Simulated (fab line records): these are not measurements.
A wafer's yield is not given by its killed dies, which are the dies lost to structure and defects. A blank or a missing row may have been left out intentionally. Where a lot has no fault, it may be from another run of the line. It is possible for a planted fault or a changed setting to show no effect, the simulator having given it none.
Chamber matching + flow n5Finfet + rieDiel-04 running N5_BEOL_M4_STRIP_66: 4 sister chambers
The step strips in CF4. 24 wafers are shown with their chamber, then 12 later ones without.

## WAFERS, EACH WITH ITS CHAMBER
| wafer  | chamber | drypumpMotorCurrentA (A) | showerheadPlenumPTorr (Torr) | throttleValvePct (%) |
|--------|---------|--------------------------|------------------------------|----------------------|
| L077.1 | 0       | 5.4                      | 1.77                         | 13.64                |
| L077.4 | 2       | 5.2                      | 1.78                         | 13.85                |
| L077.6 | 3       | 6.0                      | 1.77                         | 13.78                |
| L076.1 | 2       | 5.2                      | 1.78                         | 13.87                |
| L076.4 | 1       | 5.7                      | 1.87                         | 13.84                |
| L076.5 | 2       | 5.1                      | 1.78                         | 13.86                |
| L078.1 | 1       | 5.7                      | 1.87                         | 13.85                |
| L078.2 | 0       | 5.4                      | 1.77                         | 13.65                |
| L078.3 | 2       | 5.2                      | 1.78                         | 13.85                |
| L082.3 | 3       | 6.1                      | 1.77                         | 13.25                |
| L082.4 | 0       | 5.4                      | 1.77                         | 13.68                |
| L082.5 | 3       | 6.0                      | 1.77                         | 13.25                |
| L085.2 | 1       | 5.7                      | 1.87                         | 13.88                |
| L085.4 | 0       | 5.4                      | 1.77                         | 13.67                |
| L085.5 | 3       | 6.0                      | 1.77                         | 13.27                |
| L088.3 | 3       | 6.0                      | 1.77                         | 13.26                |
| L088.4 | 2       | 5.2                      | 1.77                         | 13.92                |
| L088.5 | 3       | 6.0                      | 1.77                         | 13.28                |
| L090.1 | 2       | 5.1                      | 1.77                         | 13.97                |
| L090.2 | 3       | 6.0                      | 1.76                         | 13.29                |
| L090.3 | 1       | 5.7                      | 1.86                         | 13.91                |
| L092.1 | 3       | 6.1                      | 1.76                         | 13.33                |
| L092.4 | 0       | 5.4                      | 1.76                         | 13.15                |
| L092.5 | 0       | 5.4                      | 1.76                         | 13.13                |

SIGNATURES, as means of the wafers listed above
| reading               | chamber 0 | chamber 1 | chamber 2 | chamber 3 | scatter within a chamber |
|-----------------------|-----------|-----------|-----------|-----------|--------------------------|
| drypumpMotorCurrentA  | 5.400     | 5.700     | 5.167     | 6.025     | 0.0376                   |
| showerheadPlenumPTorr | 1.7667    | 1.8675    | 1.7767    | 1.7675    | 0.00496                  |
| throttleValvePct      | 13.4867   | 13.8700   | 13.8867   | 13.3387   | 0.174                    |
Rule: a wafer lies at a distance from a chamber equal to the root of the sum of squares, over the readings, of (its reading less the chamber's mean, divided by the reading's scatter). If the next closest chamber is less than 2 further off than the closest, the wafer can't be placed; otherwise it belongs to the closest. The scatter: the root of (the sum of the squares of (reading less its chamber's mean) over the shown wafers, divided by (wafers less chambers)).

## WAFERS WITHOUT THEIR CHAMBER
| wafer  | drypumpMotorCurrentA (A) | showerheadPlenumPTorr (Torr) | throttleValvePct (%) |
|--------|--------------------------|------------------------------|----------------------|
| L094.2 | 6.0                      | 1.76                         | 13.33                |
| L094.3 | 5.4                      | 1.76                         | 13.15                |
| L094.5 | 6.0                      | 1.76                         | 13.30                |
| L095.2 | 6.0                      | 1.76                         | 13.31                |
| L095.4 | 5.1                      | 1.77                         | 13.97                |
| L095.6 | 6.0                      | 1.76                         | 13.31                |
| L096.1 | 5.4                      | 1.76                         | 13.15                |
| L096.2 | 6.0                      | 1.76                         | 13.30                |
| L096.6 | 6.0                      | 1.76                         | 13.33                |
| L097.1 | 5.4                      | 1.76                         | 13.18                |
| L097.2 | 5.7                      | 1.86                         | 13.96                |
| L097.4 | 6.1                      | 1.76                         | 13.31                |

## EACH ONE'S CHAMBER
| wafer  | from the rows above | in truth |
|--------|---------------------|----------|
| L094.2 | 3                   | 3        |
| L094.3 | 0                   | 0        |
| L094.5 | 3                   | 3        |
| L095.2 | 3                   | 3        |
| L095.4 | 2                   | 2        |
| L095.6 | 3                   | 3        |
| L096.1 | 0                   | 0        |
| L096.2 | 3                   | 3        |
| L096.6 | 3                   | 3        |
| L097.1 | 0                   | 0        |
| L097.2 | 1                   | 1        |
| L097.4 | 3                   | 3        |
Placed correctly: 12 of 12. Left unplaced by these rows: 0. 0 placed wrongly.
